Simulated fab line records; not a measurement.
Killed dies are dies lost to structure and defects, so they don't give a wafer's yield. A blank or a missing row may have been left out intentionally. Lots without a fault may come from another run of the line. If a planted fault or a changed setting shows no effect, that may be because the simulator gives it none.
fab line records | flow n5-finfet | part 2 of 2: steps 5 to 6 of 6
record: lots: 24 | wafers: 72 | last-day: 18
route steps=1938 shown SDB@347 HKMG_FIN@413
lots with no fault: from the same line, run without faults
start-h: hours from the record's first day to the start of the lot's first wafer shown | wait-h: how many hours have passed since the lot's step before this one | " identical to the entry in the row above | L1.1+2: one row covering several wafers at once | - either no value or no given start | * or withheld: withheld | < > ~ a bound
route shown NAME@n: names a module that has steps shown in the file, with the first one's number in the route | usual: mean/standard deviation taken from wafers without a fault | same: alike in all rows | chamber/n: place in a boat | sites: readings site by site | _std_site: the standard deviation of these | _edge_site: mean of outer sites minus mean of inner sites | radius-mm: for every site, how far away it sits from the centre of the wafer | mask NAME#n: copy n | behind: the tool/chamber that last shaped the wafer | hold: cause of the lot's hold/its duration in hours/its outcome | device: transistor that didn't switch, given as n, p or np | end of line: the tests these same wafers got at the end of their route | step lacking rows: just its recipe | killed: the dies lost at the first sort to structure and to defects; this is not the yield of the wafer | map: dies across one wafer; x = killed, . = not, _ = none there
set.NAME: the run value of the setting; set.NAME@STEP: its run value at that earlier step | model.NAME: the simulator's own value behind a step, which no gauge read
route steps across a sampled set of lots; one table per step, one row per wafer
services: a tool's chamber out of use, with start hour (start-h, from the record's first day; less than 0 if before it), hours out, and reason
== steps ==
step: N5_HKMG_FIN_ETCH_32
recipe: chemistry: N2/H2 | target: SOC | target-depth-a: 2400 | temp-c: 40 | time-s: 300 | ion-energy-ev: 200 | mask-material: SiARC | pressure-mtorr: 30 | source-w: 840 | bias-w: 150 | n2-flow-sccm: 200 | h2-flow-sccm: 200
usual: chamber-pressure-mTorr: 30.001/0.029 | drypump-motor-current-A: 5.6/0.52 | oes-product-au: 0.78/0.081 | rf-vpp-V: 524.4/2.4 | showerhead-plenum-p-Torr: 2.56/0.086 | throttle-valve-pct: 17.66/0.28
lot.wafer | tool        | chamber | start-h | wait-h | chamber-pressure-mTorr | drypump-motor-current-A | oes-product-au | rf-hours-counter-h | rf-vpp-V | showerhead-plenum-p-Torr | throttle-valve-pct
L074.2    | rie-diel-05 | 2       | 75.12   | 0.0    | 29.996                 | 5.6                     | 0.83           | 69                 | 524.7    | 2.57                     | 17.64
L074.5    | "           | 1       | "       | "      | 29.984                 | 4.9                     | 0.69           | -                  | 523.8    | 2.50                     | 17.51
L074.6    | "           | 0       | "       | "      | 30.045                 | 5.3                     | 0.83           | -                  | 521.8    | 2.48                     | 17.57
L075.3    | rie-diel-06 | 3       | 79.49   | 0.0    | 29.984                 | 6.7                     | 0.72           | 180                | 525.6    | 2.62                     | 17.88
L075.4    | "           | 1       | "       | "      | 30.014                 | 5.1                     | 0.69           | -                  | 522.7    | 2.51                     | 17.73
L075.6    | "           | 3       | "       | "      | 29.980                 | 6.6                     | 0.72           | -                  | 526.3    | 2.62                     | 17.88
L076.1    | rie-diel-06 | 1       | 86.14   | 0.0    | 29.978                 | 5.1                     | 0.69           | 221                | 524.7    | 2.51                     | 17.74
L076.3    | "           | 3       | "       | "      | 29.988                 | 6.7                     | 0.72           | 183                | 525.9    | 2.62                     | 17.89
L076.5    | "           | 3       | "       | "      | 29.934                 | 6.7                     | 0.72           | -                  | 526.4    | 2.62                     | 17.86
L077.1    | rie-diel-05 | 1       | 92.98   | 0.0    | 30.011                 | 4.9                     | 0.69           | 238                | 522.7    | 2.50                     | 17.51
L077.2    | "           | 2       | "       | "      | 30.021                 | 5.6                     | 0.82           | 75                 | 524.0    | 2.57                     | 17.65
L077.3    | "           | 0       | "       | "      | 30.028                 | 5.3                     | 0.82           | 70                 | 522.5    | 2.47                     | 17.57
L078.1    | rie-diel-02 | 0       | 102.05  | 0.0    | 30.003                 | 5.7                     | 0.89           | 42                 | 522.8    | 2.48                     | 17.32
L078.5    | "           | 2       | "       | "      | 29.988                 | 5.4                     | 0.93           | -                  | 527.0    | 2.70                     | 17.20
L078.6    | "           | 3       | "       | "      | 30.027                 | 5.8                     | 0.83           | -                  | 525.2    | 2.57                     | 17.64
L079.3    | rie-diel-02 | 3       | 104.26  | 0.0    | 29.983                 | 5.8                     | 0.83           | 83                 | 524.5    | 2.57                     | 17.63
L079.5    | "           | 1       | "       | "      | 30.020                 | 6.0                     | 0.73           | -                  | 526.9    | 2.63                     | 17.95
L079.6    | "           | 0       | "       | "      | 30.004                 | 5.7                     | 0.88           | -                  | 522.2    | 2.48                     | 17.33
L080.3    | rie-diel-06 | 0       | 111.62  | 0.0    | 30.035                 | 5.0                     | 0.94           | 29                 | 528.4    | 2.71                     | 17.41
L080.4    | "           | 2       | "       | "      | 29.967                 | 6.4                     | 0.72           | 215                | 520.6    | 2.40                     | 18.29
L080.6    | "           | 1       | "       | "      | 30.026                 | 5.1                     | 0.69           | -                  | 521.7    | 2.51                     | 17.76
L081.3    | rie-diel-06 | 2       | 115.30  | 0.0    | 30.009                 | 6.4                     | 0.71           | 216                | 519.4    | 2.40                     | 18.29
L081.4    | "           | 0       | "       | "      | 30.048                 | 5.0                     | 0.94           | 31                 | 528.0    | 2.71                     | 17.42
L081.5    | "           | 3       | "       | "      | 30.006                 | 6.6                     | 0.71           | -                  | 526.0    | 2.61                     | 17.91
L082.2    | rie-diel-05 | 2       | 122.35  | 0.0    | 30.016                 | 5.6                     | 0.80           | 85                 | 524.1    | 2.57                     | 17.65
L082.3    | "           | 1       | "       | "      | 30.018                 | 4.9                     | 0.68           | 248                | 522.8    | 2.50                     | 17.55
L082.6    | "           | 2       | "       | "      | 30.038                 | 5.6                     | 0.81           | -                  | 523.2    | 2.57                     | 17.65
L083.2    | rie-diel-05 | 1       | 127.98  | 0.0    | 29.982                 | 4.9                     | 0.69           | 250                | 524.2    | 2.50                     | 17.55
L083.5    | "           | 3       | "       | "      | 30.016                 | 5.4                     | 0.70           | -                  | 523.9    | 2.52                     | 17.85
L083.6    | "           | 0       | "       | "      | 29.996                 | 5.2                     | 0.82           | -                  | 521.6    | 2.47                     | 17.60
L084.1    | rie-diel-05 | 0       | 138.81  | 0.0    | 29.994                 | 5.3                     | 0.81           | 87                 | 521.5    | 2.47                     | 17.63
L084.3    | "           | 3       | "       | "      | 30.022                 | 5.4                     | 0.69           | 227                | 523.3    | 2.52                     | 17.86
L084.5    | "           | 3       | "       | "      | 29.958                 | 5.4                     | 0.69           | -                  | 523.3    | 2.52                     | 17.87
L085.1    | rie-diel-02 | 0       | 147.15  | 0.0    | 30.032                 | 5.7                     | 0.86           | 57                 | 523.6    | 2.47                     | 17.35
L085.3    | "           | 2       | "       | "      | 29.970                 | 5.3                     | 0.89           | 29                 | 528.8    | 2.70                     | 17.24
L085.4    | "           | 1       | "       | "      | 29.998                 | 6.0                     | 0.73           | 203                | 526.5    | 2.63                     | 17.97
L086.2    | rie-diel-02 | 3       | 156.87  | 0.0    | 29.989                 | 5.8                     | 0.81           | 102                | 524.7    | 2.57                     | 17.70
L086.4    | "           | 0       | "       | "      | 29.983                 | 5.7                     | 0.86           | 59                 | 522.8    | 2.47                     | 17.34
L086.5    | "           | 2       | "       | "      | 30.062                 | 5.4                     | 0.89           | -                  | 528.4    | 2.70                     | 17.23
L087.1    | rie-diel-06 | 0       | 174.08  | 0.0    | 29.972                 | 5.0                     | 0.90           | 50                 | 528.4    | 2.70                     | 17.44
L087.4    | "           | 3       | "       | "      | 30.003                 | 6.6                     | 0.71           | -                  | 527.4    | 2.60                     | 17.94
L087.5    | "           | 1       | "       | "      | 30.027                 | 5.1                     | 0.67           | -                  | 522.9    | 2.50                     | 17.81
L088.2    | rie-diel-02 | 0       | 175.05  | 0.0    | 29.955                 | 5.7                     | 0.86           | 65                 | 522.1    | 2.47                     | 17.34
L088.5    | "           | 1       | "       | "      | 29.979                 | 6.0                     | 0.71           | -                  | 526.1    | 2.62                     | 17.98
L088.6    | "           | 2       | "       | "      | 29.982                 | 5.3                     | 0.88           | -                  | 527.7    | 2.69                     | 17.26
L089.1    | rie-diel-02 | 0       | 176.12  | 0.0    | 29.973                 | 5.7                     | 0.85           | 65                 | 524.2    | 2.47                     | 17.36
L089.4    | "           | 3       | "       | "      | 29.973                 | 5.8                     | 0.80           | 108                | 525.5    | 2.56                     | 17.68
L089.6    | "           | 2       | "       | "      | 29.982                 | 5.4                     | 0.88           | -                  | 527.7    | 2.69                     | 17.26
L090.2    | rie-diel-06 | 1       | 180.84  | 0.0    | 29.956                 | 5.1                     | 0.68           | 254                | 524.6    | 2.50                     | 17.79
L090.4    | "           | 1       | "       | "      | 30.000                 | 5.1                     | 0.67           | -                  | 523.8    | 2.50                     | 17.80
L090.5    | "           | 0       | "       | "      | 30.054                 | 5.0                     | 0.89           | -                  | 527.7    | 2.70                     | 17.45
L091.2    | rie-diel-02 | 1       | 181.21  | 0.0    | 30.027                 | 6.0                     | 0.71           | 214                | 527.2    | 2.62                     | 17.98
L091.5    | "           | 0       | "       | "      | 29.969                 | 5.7                     | 0.85           | -                  | 521.3    | 2.47                     | 17.36
L091.6    | "           | 3       | "       | "      | 30.010                 | 5.8                     | 0.79           | -                  | 525.2    | 2.56                     | 17.68
L092.4    | rie-diel-06 | 0       | 184.82  | 0.1    | 29.966                 | 5.0                     | 0.89           | -                  | 528.1    | 2.70                     | 17.45
L092.5    | "           | 3       | "       | "      | 29.968                 | 6.6                     | 0.70           | -                  | 527.9    | 2.60                     | 17.96
L092.6    | "           | 1       | "       | "      | 29.979                 | 5.1                     | 0.67           | -                  | 523.5    | 2.50                     | 17.80
L093.1    | rie-diel-06 | 3       | 192.29  | 0.0    | 30.023                 | 6.6                     | 0.69           | 221                | 526.6    | 2.60                     | 17.94
L093.2    | "           | 1       | "       | "      | 30.006                 | 5.1                     | 0.67           | 259                | 523.2    | 2.50                     | 17.81
L093.6    | "           | 1       | "       | "      | 29.985                 | 5.1                     | 0.67           | -                  | 522.4    | 2.50                     | 17.82
L094.1    | rie-diel-02 | 2       | 195.10  | 0.0    | 30.014                 | 5.3                     | 0.87           | 44                 | 529.2    | 2.69                     | 17.27
L094.4    | "           | 0       | "       | "      | 30.030                 | 5.7                     | 0.85           | 71                 | 521.5    | 2.47                     | 17.37
L094.5    | "           | 2       | "       | "      | 30.003                 | 5.4                     | 0.87           | -                  | 528.5    | 2.69                     | 17.26
L095.1    | rie-diel-05 | 1       | 204.19  | 0.0    | 29.981                 | 4.8                     | 0.90           | 24                 | 522.9    | 2.49                     | 17.14
L095.3    | "           | 2       | "       | "      | 30.018                 | 5.6                     | 0.77           | 118                | 523.8    | 2.55                     | 17.72
L095.4    | "           | 0       | "       | "      | 30.057                 | 5.3                     | 0.77           | -                  | 521.0    | 2.46                     | 17.67
L096.3    | rie-diel-05 | 1       | 211.69  | 0.0    | 29.996                 | 4.9                     | 0.89           | 29                 | 523.0    | 2.48                     | 17.14
L096.4    | "           | 0       | "       | "      | 30.035                 | 5.2                     | 0.77           | -                  | 521.7    | 2.46                     | 17.65
L096.6    | "           | 1       | "       | "      | 29.961                 | 4.8                     | 0.89           | -                  | 522.0    | 2.48                     | 17.16
L097.2    | rie-diel-02 | 0       | 221.11  | 0.0    | 30.000                 | 5.7                     | 0.82           | 85                 | 520.8    | 2.46                     | 17.41
L097.3    | "           | 1       | "       | "      | 29.980                 | 6.0                     | 0.71           | 232                | 525.8    | 2.61                     | 18.04
L097.5    | "           | 2       | "       | "      | 29.941                 | 5.3                     | 0.86           | -                  | 526.3    | 2.69                     | 17.29
step: N5_HKMG_FIN_STRIP_19
recipe: chemistry: N2/H2 | power-w: 2500 | temp-c: 300 | h2-frac: 0.65 | time-s: 360 | pressure-mtorr: withheld | n2-flow-sccm: 1750 | h2-flow-sccm: 3250
usual: drypump-motor-current-A: 5.35/0.22 | heater-power-w: 429/32
lot.wafer | tool            | chamber | start-h | wait-h | drypump-motor-current-A | heater-power-w | rf-hours-counter-h
L074.2    | plasma-asher-01 | 1       | 75.62   | 0.0    | 5.34                    | 468            | 43
L074.5    | "               | 1       | "       | "      | 5.34                    | 478            | -
L074.6    | "               | 0       | "       | "      | 5.63                    | 395            | -
L075.3    | plasma-asher-02 | 0       | 80.12   | 0.1    | 5.03                    | 451            | -
L075.4    | "               | 1       | "       | "      | 5.37                    | 413            | -
L075.6    | "               | 0       | "       | "      | 4.99                    | 455            | -
L076.1    | plasma-asher-02 | 0       | 86.64   | 0.0    | 5.00                    | 443            | 85
L076.3    | "               | 1       | "       | "      | 5.36                    | 407            | -
L076.5    | "               | 1       | "       | "      | 5.35                    | 413            | -
L077.1    | plasma-asher-01 | 1       | 93.48   | 0.0    | 5.33                    | 462            | 46
L077.2    | "               | 0       | "       | "      | 5.67                    | 384            | 46
L077.3    | "               | 0       | "       | "      | 5.64                    | 392            | -
L078.1    | plasma-asher-01 | 1       | 102.56  | 0.0    | 5.37                    | 478            | 48
L078.5    | "               | 0       | "       | "      | 5.64                    | 393            | -
L078.6    | "               | 1       | "       | "      | 5.34                    | 479            | -
L079.3    | plasma-asher-02 | 0       | 104.88  | 0.1    | 4.99                    | 453            | -
L079.5    | "               | 1       | "       | "      | 5.36                    | 412            | -
L079.6    | "               | 0       | "       | "      | 5.01                    | 438            | -
L080.3    | plasma-asher-01 | 1       | 112.25  | 0.2    | 5.34                    | 471            | -
L080.4    | "               | 0       | "       | "      | 5.61                    | 393            | -
L080.6    | "               | 1       | "       | "      | 5.36                    | 474            | -
L081.3    | plasma-asher-01 | 1       | 115.92  | 0.1    | 5.33                    | 468            | -
L081.4    | "               | 0       | "       | "      | 5.65                    | 395            | -
L081.5    | "               | 1       | "       | "      | 5.33                    | 466            | -
L082.2    | plasma-asher-01 | 0       | 122.86  | 0.0    | 5.64                    | 395            | 53
L082.3    | "               | 1       | "       | "      | 5.33                    | 473            | -
L082.6    | "               | 1       | "       | "      | 5.36                    | 474            | -
L083.2    | plasma-asher-02 | 1       | 128.49  | 0.0    | 5.35                    | 416            | 92
L083.5    | "               | 0       | "       | "      | 4.98                    | 449            | -
L083.6    | "               | 1       | "       | "      | 5.36                    | 409            | -
L084.1    | plasma-asher-02 | 0       | 139.32  | 0.0    | 4.98                    | 445            | 93
L084.3    | "               | 1       | "       | "      | 5.37                    | 405            | -
L084.5    | "               | 1       | "       | "      | 5.36                    | 411            | -
L085.1    | plasma-asher-01 | 1       | 147.66  | 0.0    | 5.34                    | 465            | 57
L085.3    | "               | 1       | "       | "      | 5.35                    | 459            | -
L085.4    | "               | 0       | "       | "      | 5.61                    | 381            | -
L086.2    | plasma-asher-02 | 1       | 157.37  | 0.0    | 5.37                    | 408            | 96
L086.4    | "               | 1       | "       | "      | 5.41                    | 406            | -
L086.5    | "               | 1       | "       | "      | 5.38                    | 409            | -
L087.1    | plasma-asher-02 | 0       | 174.59  | 0.0    | 5.02                    | 437            | 99
L087.4    | "               | 0       | "       | "      | 5.00                    | 442            | -
L087.5    | "               | 0       | "       | "      | 5.02                    | 450            | -
L088.2    | plasma-asher-01 | 0       | 175.57  | 0.0    | 5.63                    | 395            | 61
L088.5    | "               | 1       | "       | "      | 5.32                    | 464            | -
L088.6    | "               | 0       | "       | "      | 5.69                    | 384            | -
L089.1    | plasma-asher-01 | 0       | 176.63  | 0.0    | 5.60                    | 390            | 62
L089.4    | "               | 0       | "       | "      | 5.60                    | 402            | -
L089.6    | "               | 0       | "       | "      | 5.60                    | 400            | -
L090.2    | plasma-asher-02 | 0       | 181.35  | 0.0    | 5.03                    | 433            | 102
L090.4    | "               | 0       | "       | "      | 5.01                    | 442            | -
L090.5    | "               | 0       | "       | "      | 4.99                    | 442            | -
L091.2    | plasma-asher-02 | 1       | 181.71  | 0.0    | 5.39                    | 411            | 102
L091.5    | "               | 1       | "       | "      | 5.39                    | 412            | -
L091.6    | "               | 0       | "       | "      | 5.01                    | 441            | -
L092.4    | plasma-asher-02 | 1       | 185.35  | 0.1    | 5.36                    | 407            | -
L092.5    | "               | 0       | "       | "      | 4.99                    | 446            | -
L092.6    | "               | 1       | "       | "      | 5.38                    | 415            | -
L093.1    | plasma-asher-02 | 1       | 192.80  | 0.0    | 5.35                    | 407            | 105
L093.2    | "               | 0       | "       | "      | 5.00                    | 446            | 105
L093.6    | "               | 0       | "       | "      | 4.99                    | 434            | -
L094.1    | plasma-asher-01 | 1       | 195.61  | 0.0    | 5.33                    | 472            | 66
L094.4    | "               | 1       | "       | "      | 5.34                    | 476            | -
L094.5    | "               | 1       | "       | "      | 5.34                    | 471            | -
L095.1    | plasma-asher-01 | 0       | 204.69  | 0.0    | 5.67                    | 392            | 67
L095.3    | "               | 0       | "       | "      | 5.58                    | 381            | -
L095.4    | "               | 1       | "       | "      | 5.31                    | 476            | -
L096.3    | plasma-asher-01 | 0       | 212.31  | 0.1    | 5.66                    | 387            | -
L096.4    | "               | 1       | "       | "      | 5.32                    | 478            | -
L096.6    | "               | 0       | "       | "      | 5.67                    | 396            | -
L097.2    | plasma-asher-01 | 0       | 221.62  | 0.0    | 5.65                    | 406            | 71
L097.3    | "               | 1       | "       | "      | 5.33                    | 456            | -
L097.5    | "               | 1       | "       | "      | 5.34                    | 468            | -
== services ==
tool              | chamber | start-h | hours | kind
pecvd-02          | 1       | 45.21   | 16.1  | repair
cmp-03            | -       | 53.80   | 7.9   | pm
rie-diel-05       | 3       | 54.01   | 8.8   | repair
cmp-03            | -       | 66.27   | 10.2  | pm
thermal-cvd-si-01 | -       | 70.47   | 1.1   | repair
cmp-03            | -       | 78.14   | 0.2   | repair
rie-diel-06       | 0       | 79.05   | 8.7   | repair
rie-diel-02       | 1       | 87.10   | 2.7   | repair
cmp-03            | -       | 99.29   | 1.0   | repair
cmp-03            | -       | 112.91  | 4.7   | repair
rie-diel-02       | 0       | 122.41  | 2.5   | repair
plasma-asher-02   | -       | 134.65  | 0.7   | repair
thermal-cvd-si-01 | -       | 142.00  | 0.5   | repair
rie-diel-02       | 0       | 151.41  | 1.6   | repair
pecvd-01          | -       | 152.21  | 1.7   | repair
rie-diel-06       | 2       | 168.37  | 33.9  | repair
thermal-cvd-si-02 | 0       | 177.86  | 4.2   | repair
cmp-02            | -       | 184.75  | 2.0   | repair
plasma-asher-01   | -       | 192.36  | 1.2   | repair
rie-diel-06       | -       | 195.13  | 28.1  | pm
cmp-02            | -       | 197.05  | 4.4   | repair
plasma-asher-01   | -       | 199.12  | 3.6   | repair
pecvd-02          | 0       | 206.64  | 4.7   | repair
cmp-03            | -       | 220.94  | 0.8   | repair
